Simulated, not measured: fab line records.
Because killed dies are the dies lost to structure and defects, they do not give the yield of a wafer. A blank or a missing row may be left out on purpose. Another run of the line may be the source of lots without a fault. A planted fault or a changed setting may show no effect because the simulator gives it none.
fab line records	flow n5Finfet
record: lots: 14	wafers: 41	lastDay: 17
route steps=1938 shown BEOL_M10@1483
lots untouched by any fault: they come from a run of this same line in which no faults occurred
startH: hours from the record's first day to the start of the lot's first wafer shown	waitH: how many hours have passed since the lot's step before this one	" unchanged from the row above	L1.1+2: one row covering several wafers at once	- no value, or no start was given	* or withheld: withheld	< > ~ a bound
route shown NAME@n: NAME is a module with steps in the file, n the number in the route of the first one	usual: mean/standard deviation of fault-free wafers	same: alike in all rows	chamber/n: place in a boat	sites: readings site by site	_std_site: the standard deviation of these	_edge_site: the outer-site mean with the inner-site mean subtracted	radiusMm: how far each site lies from the wafer's centre	mask NAME#n: copy n	behind: the most recent tool/chamber to have shaped the wafer	hold: why the lot was held/for how many hours/how that ended	device: the transistor (n, p or np) that didn't switch	end of line: tests run on the same wafers once the route is complete	where a step has no rows: the recipe by itself	killed: count of dies lost to structure and defects at first sort (not the wafer's yield)	map: shows each die of a wafer: x if killed, . if not, _ if none is there
set.NAME: the setting that was run; set.NAME@STEP: the one run at that earlier step	model.NAME: the simulator's own value behind a step, which no gauge read
the route's steps for a sample of lots (tables are steps, rows are wafers)
services: the hour from which a tool's chamber was out of use, counted from the record's first day as startH (under 0 if before that day), plus the number of hours and why
== steps ==
step: N5_BEOL_M10_CD_MEAS_11
recipe: targetCdNm: 64.1	landingEnergyEv: 500	detector: seInlens	polarity: opening
usual: cdNm: 64.1/0.54
lot.wafer	tool	chamber	startH	waitH	cdNm
L637.3	cdSem-03	0	209.08	-	64.9
L637.4	"	0	"	"	64.9
L637.6	"	0	"	"	64.4
L638.3	cdSem-02	0	224.45	-	64.8
L638.4	"	0	"	"	63.9
L638.6	"	0	"	"	64.2
L640.1	cdSem-03	0	237.83	-	64.1
L640.3	"	0	"	"	63.7
L640.6	"	0	"	"	64.1
L642.1	cdSem-03	0	245.69	-	64.4
L642.2	"	0	"	"	63.9
L642.4	"	0	"	"	63.7
L644.1	cdSem-02	0	251.11	-	64.1
L644.2	"	0	"	"	64.3
L644.3	"	0	"	"	63.9
L643.2	cdSem-02	0	253.72	-	63.2
L643.5	"	0	"	"	64.7
L643.6	"	0	"	"	63.6
L645.3	cdSem-02	0	269.93	-	63.4
L645.4	"	0	"	"	64.6
L646.3	cdSem-01	0	276.50	-	65.2
L646.4	"	0	"	"	65.3
L646.6	"	0	"	"	64.5
L651.1	cdSem-01	0	307.87	-	64.9
L651.5	"	0	"	"	64.3
L651.6	"	0	"	"	64.3
L653.1	cdSem-03	0	320.97	-	63.9
L653.2	"	0	"	"	63.1
L653.6	"	0	"	"	64.1
L656.1	cdSem-01	0	331.00	-	64.1
L656.2	"	0	"	"	64.2
L656.3	"	0	"	"	64.4
L657.2	cdSem-02	0	338.96	-	64.0
L657.3	"	0	"	"	63.4
L657.5	"	0	"	"	63.7
L658.2	cdSem-02	0	346.21	-	63.9
L658.4	"	0	"	"	63.8
L658.5	"	0	"	"	63.7
L659.1	cdSem-02	0	347.24	-	62.9
L659.3	"	0	"	"	64.6
L659.5	"	0	"	"	64.0
step: N5_BEOL_M10_PEB_26
recipe: pebTempC: withheld	pebTimeS: 60	resist: CAR-ArF
usual: chillPlateTempC: 23.02/0.094	exhaustPa: 45.0/0.8
lot.wafer	tool	chamber	startH	waitH	chillPlateTempC	exhaustPa
L637.3	lithoTrack-01	0	210.28	0.0	23.10	44.6
L637.4	"	0	"	"	22.93	44.0
L637.6	"	0	"	"	23.03	45.7
L638.3	lithoTrack-02	0	225.36	0.0	22.97	45.2
L638.4	"	0	"	"	23.25	46.3
L638.6	"	0	"	"	23.10	44.0
L640.1	lithoTrack-02	0	239.03	0.1	23.03	45.4
L640.3	"	0	"	"	23.08	45.2
L640.6	"	0	"	"	22.87	45.4
L642.1	lithoTrack-05	0	247.91	0.1	23.12	44.6
L642.2	"	0	"	"	23.03	45.3
L642.4	"	0	"	"	23.21	44.9
L644.1	lithoTrack-05	0	252.76	0.1	23.13	44.2
L644.2	"	0	"	"	23.02	45.6
L644.3	"	0	"	"	23.16	44.1
L643.2	lithoTrack-01	0	255.76	0.1	23.01	44.7
L643.5	"	0	"	"	22.87	44.4
L643.6	"	0	"	"	23.00	44.7
L645.3	lithoTrack-05	0	270.90	0.0	23.07	47.2
L645.4	"	0	"	"	23.01	45.4
L646.3	lithoTrack-05	0	277.62	0.0	22.94	45.5
L646.4	"	0	"	"	22.95	45.4
L646.6	"	0	"	"	22.89	44.9
L651.1	lithoTrack-05	-	310.24	0.1	-	-
L651.5	"	-	"	"	-	-
L651.6	"	-	"	"	-	-
L653.1	lithoTrack-02	-	323.79	0.1	-	-
L653.2	"	-	"	"	-	-
L653.6	"	-	"	"	-	-
L656.1	lithoTrack-01	0	332.48	0.1	23.06	45.6
L656.2	"	0	"	"	23.07	44.0
L656.3	"	0	"	"	23.04	44.8
L657.2	lithoTrack-05	0	340.73	0.1	23.07	44.4
L657.3	"	0	"	"	23.09	44.9
L657.5	"	0	"	"	23.06	44.5
L658.2	lithoTrack-05	0	347.45	0.1	23.12	45.7
L658.4	"	0	"	"	23.10	44.4
L658.5	"	0	"	"	23.03	45.8
L659.1	lithoTrack-05	0	348.18	0.1	23.04	44.7
L659.3	"	0	"	"	23.02	45.6
L659.5	"	0	"	"	23.11	45.7
step: N5_BEOL_M10_DESCUM_33
recipe: chemistry: O2	timeS: 7.9	sourcePowerW: 50	biasPowerW: 20	pressureMtorr: 20	rfFrequencyHz: 2.712e+07	tempC: 40	resist: CAR-ArF	o2FlowSccm: 225
usual: drypumpMotorCurrentA: 5.7/0.49	oesProductAu: 0.76/0.062	rfVppV: 243.6/1.2	showerheadPlenumPTorr: 2.12/0.046	throttleValvePct: 20.57/0.26
lot.wafer	tool	chamber	startH	waitH	drypumpMotorCurrentA	oesProductAu	rfHoursCounterH	rfVppV	showerheadPlenumPTorr	throttleValvePct
L637.3	rieDiel-05	3	210.43	0.0	5.5	0.81	103	246.1	2.22	20.41
L637.4	"	1	"	"	6.2	0.82	97	243.0	2.12	20.65
L637.6	"	1	"	"	6.2	0.82	-	243.1	2.12	20.63
L638.3	rieDiel-05	2	226.10	0.6	4.9	0.73	202	243.5	2.17	20.18
L638.4	"	1	"	"	6.2	0.82	102	244.5	2.12	20.65
L638.6	"	3	"	"	5.5	0.80	-	244.0	2.22	20.42
L640.1	rieDiel-05	0	239.19	0.0	5.5	0.77	141	241.5	2.10	20.73
L640.3	"	2	"	"	4.9	0.73	207	244.0	2.16	20.19
L640.6	"	1	"	"	6.2	0.81	-	243.3	2.11	20.63
L642.1	rieDiel-05	1	248.10	0.1	6.2	0.81	110	243.4	2.11	20.67
L642.2	"	0	"	"	5.5	0.76	144	241.3	2.10	20.75
L642.4	"	2	"	"	4.9	0.71	210	244.4	2.16	20.19
L644.1	rieDiel-02	2	253.26	0.4	5.1	0.70	208	242.8	2.09	21.02
L644.2	"	3	"	"	5.9	0.73	146	243.6	2.10	20.78
L644.3	"	0	"	"	6.5	0.82	82	244.3	2.19	20.38
L643.2	rieDiel-05	3	255.95	0.0	5.5	0.79	119	244.7	2.22	20.43
L643.5	"	2	"	"	4.9	0.71	-	243.7	2.16	20.22
L643.6	"	3	"	"	5.5	0.78	-	245.8	2.22	20.42
L645.3	rieDiel-02	2	271.05	0.0	5.1	0.70	216	243.2	2.09	21.01
L645.4	"	2	"	"	5.1	0.70	-	244.0	2.09	21.00
L646.3	rieDiel-06	3	277.79	0.0	5.7	0.79	121	244.2	2.11	20.68
L646.4	"	0	"	"	6.4	0.68	238	243.6	2.07	20.93
L646.6	"	1	"	"	5.7	0.67	-	243.6	2.16	20.68
L651.1	rieDiel-05	0	310.39	0.0	5.5	0.75	169	243.9	2.09	20.78
L651.5	"	1	"	"	6.2	0.79	-	242.7	2.10	20.68
L651.6	"	0	"	"	5.5	0.75	-	243.6	2.09	20.78
L653.1	rieDiel-05	1	323.98	0.1	6.2	0.78	140	243.2	2.10	20.70
L653.2	"	2	"	"	4.9	0.69	239	243.5	2.15	20.25
L653.6	"	3	"	"	5.5	0.76	-	243.3	2.21	20.46
L656.1	rieDiel-05	3	332.64	0.0	5.5	0.76	143	244.8	2.21	20.46
L656.2	"	2	"	"	4.9	0.70	243	243.5	2.15	20.24
L656.3	"	1	"	"	6.2	0.78	143	244.8	2.10	20.72
L657.2	rieDiel-02	3	340.89	0.0	5.9	0.71	179	240.7	2.09	20.83
L657.3	"	2	"	"	5.1	0.69	242	243.1	2.08	21.06
L657.5	"	0	"	"	6.6	0.79	-	244.6	2.18	20.42
L658.2	rieDiel-02	1	347.61	0.0	6.3	0.90	29	242.2	2.03	19.83
L658.4	"	2	"	"	5.1	0.68	244	244.1	2.08	21.07
L658.5	"	3	"	"	5.9	0.71	-	242.0	2.08	20.83
L659.1	rieDiel-05	2	348.35	0.0	4.9	0.69	248	244.8	2.15	20.24
L659.3	"	0	"	"	5.5	0.73	181	241.7	2.09	20.82
L659.5	"	1	"	"	6.2	0.78	-	243.7	2.10	20.71
step: N5_BEOL_M10_STRIP_36
recipe: chemistry: N2/H2	powerW: 450	tempC: 40	pressureMtorr: 20	rfFrequencyHz: 6e+07	overashFraction: 0.3	biasPowerW: 7	h2Frac: 0.5	n2FlowSccm: 200	h2FlowSccm: 200
usual: drypumpMotorCurrentA: 5.7/0.48	oesProductAu: 0.76/0.063	rfVppV: 59.2/1.9	showerheadPlenumPTorr: 2.57/0.055	throttleValvePct: 23.74/0.3
lot.wafer	tool	chamber	startH	waitH	drypumpMotorCurrentA	oesProductAu	rfHoursCounterH	rfVppV	showerheadPlenumPTorr	throttleValvePct
L637.3	rieDiel-05	3	210.70	0.0	5.4	0.80	103	56.5	2.66	23.43
L637.4	"	1	"	"	6.2	0.82	97	61.0	2.56	24.03
L637.6	"	1	"	"	6.2	0.83	-	60.1	2.56	23.98
L638.3	rieDiel-05	2	226.37	0.0	4.9	0.72	202	61.9	2.63	23.42
L638.4	"	1	"	"	6.2	0.81	102	55.8	2.55	23.98
L638.6	"	3	"	"	5.5	0.78	-	56.0	2.65	23.46
L640.1	rieDiel-05	0	239.46	0.0	5.5	0.77	141	59.9	2.53	23.61
L640.3	"	2	"	"	4.9	0.71	207	60.1	2.63	23.42
L640.6	"	1	"	"	6.2	0.80	-	60.3	2.55	24.03
L642.1	rieDiel-05	1	248.37	0.0	6.2	0.81	110	55.7	2.55	24.01
L642.2	"	0	"	"	5.5	0.76	144	60.8	2.53	23.58
L642.4	"	2	"	"	4.9	0.72	210	61.3	2.63	23.41
L644.1	rieDiel-02	2	253.53	0.0	5.1	0.71	208	57.7	2.51	23.95
L644.2	"	3	"	"	5.9	0.73	146	58.5	2.54	24.02
L644.3	"	0	"	"	6.5	0.83	83	57.2	2.70	23.88
L643.2	rieDiel-05	3	256.22	0.0	5.5	0.79	120	61.7	2.65	23.48
L643.5	"	2	"	"	4.9	0.70	-	58.3	2.62	23.45
L643.6	"	3	"	"	5.5	0.80	-	60.0	2.65	23.48
L645.3	rieDiel-02	2	271.32	0.0	5.1	0.70	216	58.2	2.50	23.96
L645.4	"	2	"	"	5.1	0.69	-	61.2	2.50	23.96
L646.3	rieDiel-06	3	278.06	0.0	5.7	0.80	121	58.6	2.54	23.83
L646.4	"	0	"	"	6.4	0.68	238	56.4	2.49	24.33
L646.6	"	1	"	"	5.7	0.68	-	57.9	2.60	23.53
L651.1	rieDiel-05	0	310.67	0.0	5.5	0.73	169	59.1	2.52	23.62
L651.5	"	1	"	"	6.2	0.79	-	61.5	2.54	24.05
L651.6	"	0	"	"	5.5	0.73	-	59.7	2.52	23.63
L653.1	rieDiel-05	1	324.25	0.0	6.2	0.79	140	62.1	2.54	24.06
L653.2	"	2	"	"	4.9	0.70	239	58.9	2.61	23.50
L653.6	"	3	"	"	5.5	0.77	-	59.0	2.64	23.49
L656.1	rieDiel-05	3	332.91	0.0	5.5	0.76	143	59.1	2.64	23.46
L656.2	"	2	"	"	4.9	0.70	243	60.8	2.61	23.46
L656.3	"	1	"	"	6.2	0.77	143	56.5	2.54	24.04
L657.2	rieDiel-02	3	341.16	0.0	5.9	0.71	179	60.3	2.53	24.09
L657.3	"	2	"	"	5.1	0.68	242	56.2	2.49	23.97
L657.5	"	0	"	"	6.5	0.81	-	61.3	2.68	23.94
L658.2	rieDiel-02	1	347.88	0.0	6.3	0.90	29	59.6	2.49	23.14
L658.4	"	2	"	"	5.1	0.66	245	59.9	2.49	23.98
L658.5	"	3	"	"	5.9	0.70	-	57.2	2.53	24.11
L659.1	rieDiel-05	2	348.62	0.0	4.9	0.70	248	58.7	2.61	23.48
L659.3	"	0	"	"	5.5	0.73	181	57.6	2.51	23.58
L659.5	"	1	"	"	6.2	0.77	-	61.2	2.54	24.05
== services ==
tool	chamber	startH	hours	kind
lithoTrack-01	-	207.81	-	consumableReplace:filter
rieDiel-06	3	211.16	15.1	repair
rieDiel-02	2	226.34	13.2	repair
rieDiel-06	1	233.21	4.6	repair
rieDiel-06	-	242.52	0.3	repair
rieDiel-02	1	251.75	-	clean
rieDiel-02	1	251.75	-	consumableReplace:focusRing
rieDiel-02	1	251.75	19.5	scheduledDown
rieDiel-02	1	251.75	19.5	ventCycle
rieDiel-06	0	289.58	6.3	repair
lithoTrack-01	-	299.16	-	consumableReplace:filter
rieDiel-05	3	300.97	6.5	repair
rieDiel-06	1	305.30	-	clean
rieDiel-06	1	305.30	-	consumableReplace:focusRing
rieDiel-06	1	305.30	21.1	scheduledDown
rieDiel-06	1	305.30	21.1	ventCycle
rieDiel-02	0	313.14	13.1	repair
rieDiel-06	0	326.61	-	clean
rieDiel-06	0	326.61	-	consumableReplace:focusRing
rieDiel-06	0	326.61	19.2	scheduledDown
rieDiel-06	0	326.61	19.2	ventCycle
== key ==
firstSign: step: N5_BEOL_M10_PEB_26	reading: toolRecord	direction: missing
effect none on later readings
metAt N5_BEOL_M10_PEB_26
struckLots L651,L653
laterRowsLeftOut L651.1,L651.5,L651.6,L653.1,L653.2,L653.6
sortLeftOut L651.1,L651.5,L651.6,L653.1,L653.2,L653.6
notActingAt N5_BEOL_M10_CD_MEAS_11,N5_BEOL_M10_DESCUM_33,N5_BEOL_M10_STRIP_36
onsetBetween 277.62 310.24
fault: kind: skippedStepWhole	tool: lithoTrack-02,lithoTrack-05	chamber: -	onsetH: 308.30	steps: N5_BEOL_M10_PEB_26	scope: struckLotsOnly
sortLeftOut: the simulated sort isn't trusted on such a fault, so these wafers' sort isn't shown, and their yield isn't known
laterRowsLeftOut: the simulator's readings of these wafers behind a module that went badly wrong aren't trusted and aren't shown, but for the sort
